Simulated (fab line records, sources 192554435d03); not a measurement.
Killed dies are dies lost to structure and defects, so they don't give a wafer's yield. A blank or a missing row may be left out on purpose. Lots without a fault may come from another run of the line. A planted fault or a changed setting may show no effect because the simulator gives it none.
Chamber matching | flow n5_finfet | N5_BEOL_M12_ILD_DEP_00 on pecvd-01: 3 sister chambers
The step deposits SiOC from DEMS/O2, target thk 658.92 nm, time 130.7 s. 6 wafers are shown with their chamber, then 7 later ones without.

WAFERS WITH THEIR CHAMBER
wafer  | chamber | showerhead_vpp_V (V) | throttle_valve_pct (%)
L074.2 | 1       | 1297                 | 12.3
L084.5 | 0       | 1475                 | 11.0
L091.1 | 1       | 1330                 | 12.5
L091.4 | 2       | 1518                 | 11.3
L094.1 | 2       | 1499                 | 11.6
L094.2 | 0       | 1466                 | 11.1

WAFERS WITHOUT THEIR CHAMBER
wafer  | showerhead_vpp_V (V) | throttle_valve_pct (%)
L094.3 | 1312                 | 12.7
L094.4 | 1471                 | 10.9
L094.5 | 1518                 | 11.4
L094.6 | 1330                 | 12.2
L096.2 | 1531                 | 11.3
L096.3 | 1460                 | 11.1
L096.6 | 1335                 | 12.2

WHICH CHAMBER EACH WENT THROUGH
wafer  | from the rows above | in truth
L094.3 | 1                   | 1
L094.4 | 0                   | 0
L094.5 | 2                   | 2
L094.6 | 1                   | 1
L096.2 | 2                   | 2
L096.3 | 0                   | 0
L096.6 | 1                   | 1
Placed correctly: 7 of 7. Can't be placed from these rows: 0. Placed wrongly: 0.
How it was worked out, from the rows above alone: a wafer's distance from a chamber is the root of the sum, over the readings, of the square of ((its reading less the chamber's mean) divided by the reading's scatter). The wafer belongs to the nearest chamber; if the next one is less than 2 further off, it can't be placed. A chamber's mean is the mean of its shown wafers. The scatter: the root of (the sum of the squares of (reading less its chamber's mean) over the shown wafers, divided by (wafers less chambers)).
